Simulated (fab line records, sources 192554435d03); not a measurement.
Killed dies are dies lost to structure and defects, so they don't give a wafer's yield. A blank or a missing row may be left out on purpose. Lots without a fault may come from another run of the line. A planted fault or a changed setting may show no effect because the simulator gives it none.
fab line records | flow n5_finfet
record lots=24 wafers=72 last_day=18
route steps=1938 shown BEOL_M9@1454 BEOL_M10@1493
lots that met no fault: from a run of the same line without faults
start_h: hours from the record's first day to the start of the lot's first wafer shown | wait_h: hours since the lot's step before | " the same as in the row above | L1.1+2: a row that stands for several wafers | - no value, or no start given | * or withheld: withheld | < > ~ a bound
route shown NAME@n: a module of which the file shows steps, and the number in the route of the first | usual: mean/standard deviation of fault-free wafers | same: alike in all rows | chamber/n: place in a boat | sites: the reading at each site | _std_site: their standard deviation | _edge_site: outer sites' mean less inner sites' | radius_mm: how far each site lies from the wafer's centre | mask NAME#n: copy n | behind: the tool/chamber that last shaped the wafer | hold: why the lot was held/for how many hours/how that ended | device: the transistor (n, p or np) that didn't switch | end of line: the same wafers' tests at the end of the route | a step without rows: its recipe alone | killed: dies lost to structure and defects at the first sort, not the wafer's yield | map: a wafer's dies, x killed, . not, _ none there
set.NAME: the setting as run; set.NAME@STEP: as run at that earlier step | model.NAME: the simulator's own value behind a step, which no gauge read
steps of the route over a sample of lots; a table a step, a row a wafer
services: from which hour (start_h, from the record's first day; less than 0 if before it) a tool's chamber was out of use, for how many hours, and why
## steps
# step N5_BEOL_M9_CD_MEAS_35
# recipe target_cd_nm=70 target_cd_y_nm=40 polarity=opening
# usual cd_nm=69.8/0.51
# columns lot.wafer tool chamber start_h wait_h cd_nm
L074.1 cd_sem-01 - 209.18 0.0 70.1
L074.4 " - " " 69.7
L074.5 " - " " 70.6
L075.2 cd_sem-03 - 219.31 0.0 70.2
L075.4 " - " " 70.4
L075.6 " - " " 70.1
L077.1 cd_sem-03 - 229.89 0.0 70.5
L077.2 " - " " 69.9
L077.5 " - " " 70.1
L076.1 cd_sem-01 - 230.16 0.0 69.5
L076.2 " - " " 69.5
L076.4 " - " " 69.5
L078.2 cd_sem-02 - 239.31 0.0 69.9
L078.4 " - " " 70.5
L078.6 " - " " 69.4
L079.3 cd_sem-01 - 241.03 0.0 70.0
L079.4 " - " " 68.9
L079.6 " - " " 69.5
L080.3 cd_sem-01 - 247.09 0.0 69.7
L080.5 " - " " 70.3
L080.6 " - " " 69.6
L081.2 cd_sem-03 - 250.81 0.0 69.9
L081.3 " - " " 69.3
L081.4 " - " " 69.8
L083.1 cd_sem-03 - 256.52 0.0 70.1
L083.2 " - " " 69.6
L083.3 " - " " 70.4
L082.2 cd_sem-01 - 256.70 0.0 70.8
L082.4 " - " " 70.3
L082.6 " - " " 70.5
L084.2 cd_sem-01 - 268.69 0.0 69.5
L084.4 " - " " 69.5
L084.5 " - " " 69.6
L085.1 cd_sem-01 - 280.78 0.0 70.2
L085.3 " - " " 70.5
L085.5 " - " " 71.2
L086.2 cd_sem-01 - 283.52 0.0 69.9
L086.3 " - " " 69.7
L086.6 " - " " 70.1
L087.1 cd_sem-02 - 290.72 0.0 69.5
L087.3 " - " " 70.0
L087.6 " - " " 69.9
L089.1 cd_sem-02 - 297.51 0.0 69.6
L089.5 " - " " 70.2
L089.6 " - " " 70.2
L090.1 cd_sem-02 - 305.71 0.0 68.7
L090.3 " - " " 69.8
L090.4 " - " " 69.2
L088.1 cd_sem-02 - 308.18 0.0 69.1
L088.4 " - " " 70.7
L088.6 " - " " 70.2
L093.1 cd_sem-01 - 314.14 0.0 69.3
L093.3 " - " " 69.9
L093.4 " - " " 69.9
L091.2 cd_sem-03 - 321.52 0.0 69.7
L091.5 " - " " 70.1
L091.6 " - " " 69.8
L092.1 cd_sem-03 - 324.31 0.0 69.6
L092.2 " - " " 70.0
L092.4 " - " " 68.6
L094.1 cd_sem-01 - 326.63 0.0 69.7
L094.5 " - " " 69.4
L094.6 " - " " 69.6
L095.3 cd_sem-01 - 334.73 0.0 69.1
L095.4 " - " " 69.4
L095.6 " - " " 69.7
L096.1 cd_sem-03 - 352.01 0.0 68.6
L096.4 " - " " 69.4
L096.5 " - " " 69.2
L097.1 cd_sem-03 - 361.85 0.0 68.6
L097.3 " - " " 69.6
L097.5 " - " " 69.6
# step N5_BEOL_M10_CD_MEAS_18
# recipe pitch_nm=140 target_cd_nm=70
# usual cd_nm=70.2/0.53
# columns lot.wafer tool chamber start_h wait_h cd_nm
L074.1 cd_sem-01 - 217.87 0.0 70.9
L074.4 " - " " 70.5
L074.5 " - " " 69.8
L075.2 cd_sem-03 - 226.57 0.1 70.1
L075.4 " - " " 70.2
L075.6 " - " " 69.9
L077.1 cd_sem-03 - 236.11 0.0 69.8
L077.2 " - " " 69.6
L077.5 " - " " 70.1
L076.1 cd_sem-01 - 237.89 0.0 70.2
L076.2 " - " " 69.8
L076.4 " - " " 69.9
L078.2 cd_sem-01 - 243.85 0.1 69.4
L078.4 " - " " 70.3
L078.6 " - " " 69.7
L079.3 cd_sem-03 - 244.71 0.1 69.6
L079.4 " - " " 70.1
L079.6 " - " " 70.7
L080.3 cd_sem-03 - 252.48 0.1 71.6
L080.5 " - " " 70.3
L080.6 " - " " 71.1
L081.2 cd_sem-01 - 255.90 0.1 70.0
L081.3 " - " " 70.6
L081.4 " - " " 70.6
L083.1 cd_sem-03 - 263.10 0.0 70.9
L083.2 " - " " 70.5
L083.3 " - " " 70.6
L082.2 cd_sem-01 - 263.62 0.1 70.1
L082.4 " - " " 69.7
L082.6 " - " " 70.1
L084.2 cd_sem-03 - 275.75 0.1 69.9
L084.4 " - " " 69.8
L084.5 " - " " 69.4
L085.1 cd_sem-03 - 285.90 0.0 69.5
L085.3 " - " " 69.6
L085.5 " - " " 70.6
L086.2 cd_sem-03 - 290.76 0.1 70.1
L086.3 " - " " 70.0
L086.6 " - " " 70.0
L087.1 cd_sem-01 - 296.16 0.0 70.5
L087.3 " - " " 70.5
L087.6 " - " " 71.8
L089.1 cd_sem-02 - 303.70 0.0 70.2
L089.5 " - " " 69.7
L089.6 " - " " 68.9
L090.1 cd_sem-03 - 309.93 0.0 70.1
L090.3 " - " " 70.1
L090.4 " - " " 69.5
L088.1 cd_sem-03 - 312.84 0.0 70.6
L088.4 " - " " 70.3
L088.6 " - " " 71.1
L093.1 cd_sem-01 - 319.28 0.0 71.1
L093.3 " - " " 71.0
L093.4 " - " " 70.1
L091.2 cd_sem-02 - 328.01 0.1 69.0
L091.5 " - " " 69.6
L091.6 " - " " 69.9
L092.1 cd_sem-03 - 332.17 0.0 70.2
L092.2 " - " " 70.8
L092.4 " - " " 70.5
L094.1 cd_sem-03 - 332.30 0.0 70.2
L094.5 " - " " 70.2
L094.6 " - " " 70.4
L095.3 cd_sem-01 - 339.57 0.1 71.4
L095.4 " - " " 70.1
L095.6 " - " " 70.1
L096.1 cd_sem-02 - 356.40 0.0 71.0
L096.4 " - " " 70.6
L096.5 " - " " 69.9
L097.1 cd_sem-01 - 368.38 0.0 69.5
L097.3 " - " " 70.8
L097.5 " - " " 70.2
# step N5_BEOL_M10_OVL_MEAS_29
# recipe points_per_wafer=44
# usual V9_OVL=0.6/0.93
# same points_per_wafer=44
# columns lot.wafer tool chamber start_h wait_h V9_OVL[nm]
L074.1 overlay-02 0 218.59 0.0 2.2
L074.4 " 0 " " -0.1
L074.5 " 0 " " 2.0
L075.2 overlay-01 0 227.74 0.0 0.4
L075.4 " 0 " " 0.7
L075.6 " 0 " " 0.5
L077.1 overlay-02 0 236.44 0.0 1.3
L077.2 " 0 " " -0.3
L077.5 " 0 " " 0.8
L076.1 overlay-02 0 238.63 0.0 -0.3
L076.2 " 0 " " 0.4
L076.4 " 0 " " 1.4
L078.2 overlay-02 0 246.33 0.0 -0.4
L078.4 " 0 " " -0.7
L078.6 " 0 " " -0.5
L079.3 overlay-01 0 246.50 0.0 0.2
L079.4 " 0 " " 1.6
L079.6 " 0 " " 1.3
L080.3 overlay-01 0 252.91 0.0 -0.7
L080.5 " 0 " " 0.0
L080.6 " 0 " " 1.0
L081.2 overlay-01 0 257.59 0.0 0.6
L081.3 " 0 " " 1.4
L081.4 " 0 " " 0.9
L083.1 overlay-02 0 263.54 0.0 3.0
L083.2 " 0 " " 0.8
L083.3 " 0 " " 2.2
L082.2 overlay-02 0 264.10 0.0 1.8
L082.4 " 0 " " 0.5
L082.6 " 0 " " 1.3
L084.2 overlay-01 0 278.78 0.0 0.2
L084.4 " 0 " " 0.3
L084.5 " 0 " " 1.4
L085.1 overlay-01 0 290.12 0.0 2.3
L085.3 " 0 " " 1.7
L085.5 " 0 " " 2.6
L086.2 overlay-02 0 291.61 0.0 0.3
L086.3 " 0 " " 0.9
L086.6 " 0 " " -0.2
L087.1 overlay-01 0 296.72 0.0 0.3
L087.3 " 0 " " 1.1
L087.6 " 0 " " 0.7
L089.1 overlay-02 0 305.16 0.0 -0.1
L089.5 " 0 " " 0.0
L089.6 " 0 " " -0.2
L090.1 overlay-01 0 310.26 0.0 0.5
L090.3 " 0 " " -0.1
L090.4 " 0 " " -0.1
L088.1 overlay-01 0 313.59 0.0 -0.8
L088.4 " 0 " " 0.1
L088.6 " 0 " " 1.1
L093.1 overlay-01 0 320.99 0.0 0.0
L093.3 " 0 " " 0.3
L093.4 " 0 " " -0.3
L091.2 overlay-02 0 330.31 0.0 1.0
L091.5 " 0 " " -0.6
L091.6 " 0 " " -1.0
L094.1 overlay-02 0 334.19 0.0 0.8
L094.5 " 0 " " -0.1
L094.6 " 0 " " 0.7
L092.1 overlay-02 0 334.37 0.0 -0.2
L092.2 " 0 " " 1.8
L092.4 " 0 " " 1.4
L095.3 overlay-01 0 339.97 0.0 2.1
L095.4 " 0 " " 0.5
L095.6 " 0 " " 1.4
L096.1 overlay-01 0 357.11 0.0 0.9
L096.4 " 0 " " 0.3
L096.5 " 0 " " 0.7
L097.1 overlay-02 0 369.98 0.0 1.5
L097.3 " 0 " " 0.9
L097.5 " 0 " " 1.4
# step N5_BEOL_M10_INSPECT_30
# recipe mode=adi inspect_instrument=brightfield
# usual raw_defect_count=376/89
# columns lot.wafer tool chamber start_h wait_h raw_defect_count
L074.1 defect_inspect-01 - 218.62 0.0 312
L074.4 " - " " 388
L074.5 " - " " 436
L075.2 defect_inspect-02 - 227.77 0.0 289
L075.4 " - " " 295
L075.6 " - " " 272
L077.1 defect_inspect-02 - 236.46 0.0 382
L077.2 " - " " 376
L077.5 " - " " 262
L076.1 defect_inspect-02 - 238.66 0.0 223
L076.2 " - " " 292
L076.4 " - " " 427
L078.2 defect_inspect-02 - 246.36 0.0 658
L078.4 " - " " 354
L078.6 " - " " 469
L079.3 defect_inspect-01 - 246.53 0.0 352
L079.4 " - " " 296
L079.6 " - " " 495
L080.3 defect_inspect-02 - 252.94 0.0 383
L080.5 " - " " 423
L080.6 " - " " 310
L081.2 defect_inspect-02 - 257.62 0.0 388
L081.3 " - " " 292
L081.4 " - " " 349
L083.1 defect_inspect-02 - 263.56 0.0 357
L083.2 " - " " 420
L083.3 " - " " 379
L082.2 defect_inspect-02 - 264.13 0.0 435
L082.4 " - " " 298
L082.6 " - " " 400
L084.2 defect_inspect-01 - 278.80 0.0 370
L084.4 " - " " 291
L084.5 " - " " 331
L085.1 defect_inspect-01 - 290.14 0.0 429
L085.3 " - " " 408
L085.5 " - " " 386
L086.2 defect_inspect-01 - 291.64 0.0 424
L086.3 " - " " 422
L086.6 " - " " 639
L087.1 defect_inspect-02 - 296.75 0.0 335
L087.3 " - " " 273
L087.6 " - " " 311
L089.1 defect_inspect-02 - 305.18 0.0 529
L089.5 " - " " 392
L089.6 " - " " 409
L090.1 defect_inspect-02 - 310.28 0.0 578
L090.3 " - " " 423
L090.4 " - " " 471
L088.1 defect_inspect-02 - 313.62 0.0 442
L088.4 " - " " 345
L088.6 " - " " 489
L093.1 defect_inspect-01 - 321.01 0.0 387
L093.3 " - " " 306
L093.4 " - " " 362
L091.2 defect_inspect-01 - 330.33 0.0 371
L091.5 " - " " 247
L091.6 " - " " 645
L094.1 defect_inspect-01 - 334.22 0.0 301
L094.5 " - " " 357
L094.6 " - " " 335
L092.1 defect_inspect-01 - 334.40 0.0 399
L092.2 " - " " 327
L092.4 " - " " 341
L095.3 defect_inspect-01 - 339.99 0.0 518
L095.4 " - " " 347
L095.6 " - " " 408
L096.1 defect_inspect-02 - 357.13 0.0 273
L096.4 " - " " 316
L096.5 " - " " 317
L097.1 defect_inspect-01 - 370.00 0.0 187
L097.3 " - " " 224
L097.5 " - " " 213
# step N5_BEOL_M10_STRIP_77
# recipe chemistry=N2/H2 time_s=10 power_w=450 temp_c=40 pressure_mtorr=20 rf_frequency_hz=6e+07 bias_power_w=7 n2_flow_sccm=200 h2_flow_sccm=200
# usual bias_power_w=7.001/0.02 chamber_pressure_mTorr=20.002/0.018 drypump_motor_current_A=5.5/0.44 oes_product_au=0.81/0.073 rf_vpp_V=59.2/0.84 showerhead_plenum_p_Torr=2.53/0.094 throttle_valve_pct=23.62/0.21
# columns lot.wafer tool chamber start_h wait_h bias_power_w chamber_pressure_mTorr drypump_motor_current_A oes_product_au rf_hours_counter_h rf_vpp_V showerhead_plenum_p_Torr throttle_valve_pct
L074.1 rie_diel-01 2 - - 7.023 20.005 5.3 0.76 129 58.9 2.44 23.72
L074.4 " 0 " " 6.995 19.988 6.2 0.69 240 58.8 2.51 24.08
L074.5 " 2 " " 6.992 20.025 5.3 0.77 - 59.2 2.44 23.71
L075.2 rie_diel-01 2 - - 6.998 20.004 5.3 0.77 132 58.3 2.44 23.75
L075.4 " 0 " " 6.982 19.999 6.2 0.68 243 59.5 2.51 24.07
L075.6 " 2 " " 6.973 20.019 5.2 0.76 - 58.9 2.44 23.74
L077.1 rie_diel-06 1 - - 7.003 20.027 6.2 0.83 62 59.6 2.69 23.89
L077.2 " 2 " " 6.988 19.991 5.8 0.69 233 60.1 2.50 23.75
L077.5 " 0 " " 6.991 20.007 4.8 0.82 - 58.9 2.67 23.58
L076.1 rie_diel-01 0 - - 6.968 20.029 6.2 0.68 247 59.1 2.51 24.07
L076.2 " 2 " " 7.001 20.016 5.3 0.76 136 59.1 2.44 23.73
L076.4 " 1 " " 7.058 19.986 5.6 0.68 245 57.1 2.49 23.77
L078.2 rie_diel-05 1 - - 7.026 20.015 6.1 0.88 41 59.1 2.57 23.39
L078.4 " 0 " " 7.001 20.058 5.5 0.84 60 57.8 2.47 23.42
L078.6 " 3 " " 7.011 20.021 5.0 0.86 - 59.0 2.69 23.20
L079.3 rie_diel-01 1 - - 7.022 19.990 5.7 0.68 249 58.9 2.49 23.76
L079.4 " 1 " " 6.998 20.003 5.7 0.68 - 59.9 2.49 23.76
L079.6 " 3 " " 7.043 19.994 5.3 0.76 - 58.5 2.45 23.44
L080.3 rie_diel-01 3 - - 6.991 20.015 5.4 0.77 125 59.5 2.44 23.43
L080.5 " 1 " " 6.972 19.998 5.7 0.68 - 58.4 2.49 23.79
L080.6 " 3 " " 7.029 20.019 5.3 0.77 - 58.9 2.44 23.44
L081.2 rie_diel-05 0 - - 7.025 20.008 5.6 0.83 65 59.2 2.46 23.43
L081.3 " 3 " " 7.007 20.027 5.0 0.84 55 59.4 2.69 23.20
L081.4 " 2 " " 6.993 19.997 5.7 0.83 97 58.5 2.45 23.83
L083.1 rie_diel-06 0 - - 6.976 19.963 4.8 0.82 88 58.9 2.67 23.59
L083.2 " 3 " " 7.026 20.002 5.7 0.93 10 59.9 2.59 23.60
L083.3 " 1 " " 6.983 20.006 6.2 0.83 73 60.4 2.68 23.90
L082.2 rie_diel-01 0 - - 6.997 19.984 6.2 1.00 0 58.0 2.51 23.76
L082.4 " 0 " " 6.993 19.988 6.2 1.00 - 59.8 2.51 23.74
L082.6 " 2 " " 6.983 19.990 5.3 0.75 - 59.3 2.43 23.75
L084.2 rie_diel-06 2 - - 7.013 20.007 5.8 0.68 243 59.0 2.50 23.77
L084.4 " 0 " " 6.999 19.986 4.8 0.81 94 59.8 2.66 23.60
L084.5 " 2 " " 7.001 19.970 5.8 0.68 - 58.5 2.50 23.77
L085.1 rie_diel-01 0 - - 7.029 19.980 6.2 0.94 13 60.4 2.50 23.77
L085.3 " 3 " " 6.981 19.995 5.4 0.76 142 59.3 2.44 23.46
L085.5 " 0 " " 6.998 19.991 6.2 0.95 - 59.8 2.50 23.77
L086.2 rie_diel-05 3 - - 7.021 20.028 5.0 0.83 66 60.8 2.68 23.23
L086.3 " 0 " " 7.011 20.005 5.5 0.82 76 59.3 2.46 23.45
L086.6 " 1 " " 6.984 19.996 6.1 0.84 - 58.7 2.57 23.42
L087.1 rie_diel-06 2 - - 6.972 19.980 5.8 0.67 250 60.6 2.50 23.77
L087.3 " 0 " " 6.989 20.012 4.8 0.80 100 60.0 2.66 23.61
L087.6 " 3 " " 7.004 20.006 5.7 0.89 - 61.0 2.59 23.62
L089.1 rie_diel-01 3 - - 6.991 19.997 5.4 0.76 149 58.6 2.43 23.46
L089.5 " 3 " " 6.994 19.999 5.4 0.75 - 60.8 2.43 23.48
L089.6 " 2 " " 6.996 20.002 5.3 0.73 - 58.2 2.43 23.78
L090.1 rie_diel-06 1 - - 7.010 19.967 6.2 0.80 92 58.5 2.68 23.93
L090.3 " 0 " " 7.017 20.014 4.8 0.79 107 59.4 2.66 23.61
L090.4 " 3 " " 7.005 19.999 5.7 0.88 - 58.9 2.59 23.63
L088.1 rie_diel-01 2 - - 6.970 19.981 5.3 0.73 169 58.8 2.42 23.77
L088.4 " 3 " " 6.981 20.015 5.4 0.75 152 60.5 2.43 23.45
L088.6 " 1 " " 6.986 19.999 5.7 0.95 - 58.7 2.48 23.45
L093.1 rie_diel-05 3 - - 6.962 19.999 5.0 0.82 78 57.8 2.68 23.21
L093.3 " 1 " " 7.007 20.000 6.1 0.83 70 59.8 2.56 23.44
L093.4 " 0 " " 6.990 20.027 5.5 0.81 88 60.2 2.45 23.46
L091.2 rie_diel-06 0 - - 6.983 20.032 4.8 0.78 113 60.8 2.66 23.62
L091.5 " 1 " " 7.016 19.975 6.2 0.80 - 60.5 2.67 23.94
L091.6 " 0 " " 7.006 19.983 4.8 0.79 - 59.0 2.65 23.63
L094.1 rie_diel-05 1 - - 7.013 20.009 6.1 0.83 74 58.2 2.56 23.43
L094.5 " 1 " " 6.994 20.006 6.1 0.84 - 58.5 2.56 23.44
L094.6 " 0 " " 6.999 20.003 5.5 0.81 - 58.8 2.45 23.49
L092.1 rie_diel-06 2 - - 7.038 19.955 5.8 0.94 5 59.0 2.50 23.49
L092.2 " 3 " " 7.034 19.982 5.7 0.86 40 59.7 2.58 23.62
L092.4 " 3 " " 7.012 20.029 5.7 0.88 - 58.2 2.58 23.63
L095.3 rie_diel-05 2 - - 6.993 20.031 5.7 0.80 125 59.7 2.44 23.85
L095.4 " 1 " " 7.001 20.002 6.1 0.83 76 58.4 2.56 23.46
L095.6 " 3 " " 7.009 20.020 5.0 0.82 - 59.2 2.67 23.25
L096.1 rie_diel-06 2 - - 7.046 19.999 5.8 0.93 11 58.2 2.49 23.50
L096.4 " 3 " " 6.971 19.995 5.7 0.86 50 59.9 2.58 23.65
L096.5 " 1 " " 6.990 19.979 6.2 0.78 - 59.1 2.67 23.95
L097.1 rie_diel-05 2 - - 7.018 19.978 5.7 0.78 135 59.4 2.43 23.88
L097.3 " 1 " " 7.034 20.006 6.1 0.81 86 58.4 2.55 23.45
L097.5 " 2 " " 7.024 19.999 5.6 0.79 - 58.9 2.43 23.87
# step N5_BEOL_M10_CMP_52
# recipe stop_on=SiCOH_lowk t_overpolish_s=7 down_force_psi=1 platen_rpm=50 clearing_platen_down_force_psi=1.5 clearing_platen_rpm=50 post_cmp_clean=cu_alkaline target_thk_nm=140 clearing_platen_pad_velocity_m_s=0.99484 pad_velocity_m_s=0.99484
# usual barrier_field_endpoint_s=29.0/0.6 clearing_platen_rpm=49.999/0.029 motor_current_A=6.0/0.75 overpolish_run_s=7.000/0.0097 time_to_endpoint_s=66.4/2.4
# columns lot.wafer tool chamber start_h wait_h barrier_field_endpoint_s clearing_platen_rpm motor_current_A overpolish_run_s time_to_endpoint_s
L074.1 cmp-04 3 224.49 0.3 28.5 49.989 5.1 6.995 62.8
L074.4 " 2 " " 30.0 50.005 6.3 7.007 68.6
L074.5 " 0 " " 30.3 49.997 6.9 6.989 67.7
L075.2 cmp-03 3 232.08 0.3 28.7 50.007 7.3 6.985 64.3
L075.4 " 0 " " 29.4 49.992 6.4 7.013 64.1
L075.6 " 2 " " 29.8 49.980 5.9 6.998 66.1
L077.1 cmp-03 2 240.83 0.3 29.6 50.002 6.1 6.992 64.8
L077.2 " 0 " " 28.0 49.967 6.9 6.997 64.6
L077.5 " 2 " " 29.3 50.004 5.8 7.000 65.6
L076.1 cmp-03 1 241.49 0.3 28.5 50.017 5.2 7.000 68.3
L076.4 " 2 " " 28.9 50.010 5.6 6.999 69.3
L076.2 " 3 " " 27.9 49.961 7.7 6.994 69.0
L078.2 cmp-04 2 249.24 0.2 28.3 49.985 5.9 6.996 65.7
L078.4 " 0 " " 28.6 49.984 7.9 7.011 63.4
L078.6 " 2 " " 29.1 49.965 5.7 7.013 65.2
L079.3 cmp-04 2 250.18 0.4 28.6 49.964 6.2 7.018 64.5
L079.4 " 3 " " 28.7 49.965 5.0 6.993 65.5
L079.6 " 1 " " 29.3 49.994 5.1 7.001 63.8
L080.3 cmp-01 2 258.80 0.3 29.8 49.994 5.7 6.996 68.9
L080.5 " 3 " " 29.9 49.979 5.3 6.989 74.2
L080.6 " 0 " " 29.2 49.972 6.3 7.014 70.7
L081.2 cmp-01 3 263.08 0.2 29.5 49.975 5.1 7.003 70.4
L081.4 " 0 " " 30.1 50.037 6.2 6.988 71.3
L081.3 " 1 " " 29.2 49.962 6.0 7.006 68.2
L083.3 cmp-04 2 267.17 0.2 29.0 50.004 6.2 6.982 67.5
L083.2 " 3 " " 27.7 50.016 5.4 6.989 64.6
L083.1 " 0 " " 29.3 50.043 7.6 7.006 68.0
L082.4 cmp-04 0 267.44 0.2 28.6 50.007 7.2 6.991 64.9
L082.2 " 1 " " 28.6 49.969 5.0 6.996 65.6
L082.6 " 3 " " 29.4 50.053 4.9 7.008 66.0
L084.2 cmp-01 1 281.47 0.2 28.4 50.032 5.6 6.989 62.7
L084.4 " 3 " " 29.6 50.002 5.5 6.995 62.5
L084.5 " 1 " " 28.9 50.000 5.6 7.006 62.2
L085.3 cmp-01 1 293.53 0.3 28.6 50.006 5.7 7.015 64.8
L085.1 " 3 " " 28.8 50.044 5.6 6.995 67.8
L085.5 " 2 " " 28.8 49.996 5.9 6.984 64.1
L086.3 cmp-01 2 295.96 0.4 28.4 50.027 6.0 6.993 64.6
L086.2 " 3 " " 29.1 50.035 5.7 7.024 67.4
L086.6 " 1 " " 29.5 49.971 5.9 7.006 66.3
L087.3 cmp-03 0 299.73 0.2 28.9 49.995 6.7 7.002 66.4
L087.1 " 1 " " 29.1 49.971 5.5 7.012 68.2
L087.6 " 0 " " 29.6 50.045 6.3 7.010 65.1
L089.1 cmp-01 3 308.54 0.4 28.4 49.962 5.2 7.003 68.6
L089.5 " 0 " " 28.2 49.967 6.2 6.980 65.6
L089.6 " 1 " " 28.3 49.957 5.6 7.004 64.2
L090.1 cmp-04 2 312.90 0.3 29.7 50.023 6.2 6.989 65.2
L090.4 " 3 " " 29.2 50.036 5.2 7.013 66.5
L090.3 " 0 " " 29.2 49.993 7.1 7.000 66.5
L088.1 cmp-01 3 315.80 0.3 28.8 49.968 5.3 6.998 63.9
L088.4 " 2 " " 28.9 50.014 5.7 7.004 65.2
L088.6 " 3 " " 30.0 49.995 5.5 6.993 63.9
L093.4 cmp-03 0 324.85 0.1 29.2 49.962 6.4 7.013 67.0
L093.1 " 2 " " 29.3 49.987 5.8 6.984 69.6
L093.3 " 3 " " 28.5 49.985 7.4 6.997 67.1
L091.2 cmp-03 1 333.78 0.4 29.6 50.020 5.4 6.993 69.3
L091.6 " 1 " " 30.0 49.981 5.6 6.990 69.2
L091.5 " 2 " " 30.1 50.017 5.7 6.998 70.6
L094.1 cmp-01 0 337.86 0.3 27.8 50.022 6.1 6.996 65.5
L094.5 " 3 " " 28.9 50.002 5.6 7.016 67.3
L094.6 " 0 " " 28.2 50.075 6.0 6.992 63.3
L092.4 cmp-03 1 337.95 0.2 29.2 49.971 5.4 7.015 68.3
L092.1 " 2 " " 28.7 50.010 6.0 6.997 67.4
L092.2 " 3 " " 28.3 49.988 7.4 6.995 62.5
L095.4 cmp-04 0 342.48 0.2 29.2 49.999 7.3 6.992 64.5
L095.3 " 1 " " 28.6 50.041 4.9 6.994 62.4
L095.6 " 0 " " 30.0 50.008 7.8 7.002 65.2
L096.1 cmp-03 3 360.43 0.3 28.8 50.054 6.9 7.011 67.5
L096.4 " 2 " " 28.9 50.026 5.8 6.990 66.1
L096.5 " 3 " " 28.5 50.035 7.8 7.012 63.9
L097.1 cmp-04 1 372.77 0.3 28.2 49.984 5.1 7.013 65.2
L097.3 " 2 " " 29.4 49.933 6.2 7.001 67.1
L097.5 " 0 " " 29.3 49.973 7.4 6.990 64.6
## services
# columns tool chamber start_h hours kind
cmp-04 - 203.01 6.4 repair
cmp-01 - 212.81 3.1 repair
cmp-01 - 230.95 9.8 pm
cmp-03 - 244.11 0.9 repair
rie_diel-01 0 246.77 - clean
rie_diel-01 0 246.77 - consumable_replace:focus_ring
rie_diel-01 0 246.77 17.1 scheduled_down
rie_diel-01 0 246.77 17.1 vent_cycle
cmp-03 - 247.32 3.2 pm
rie_diel-06 0 248.46 12.2 repair
rie_diel-06 2 253.30 11.7 repair
rie_diel-01 1 263.83 - clean
cmp-03 - 263.86 5.5 pm
cmp-03 - 273.61 1.6 repair
cmp-03 - 292.65 2.2 repair
cmp-01 - 321.40 4.0 pm
rie_diel-06 0 323.11 6.4 repair
rie_diel-05 - 328.94 1.0 repair
cmp-04 - 329.10 0.3 repair
cmp-03 - 329.85 0.9 repair
rie_diel-06 1 331.98 7.0 repair
rie_diel-01 3 338.74 10.4 repair
rie_diel-06 2 343.55 9.0 repair
rie_diel-01 1 346.23 5.1 repair
## key
fault none
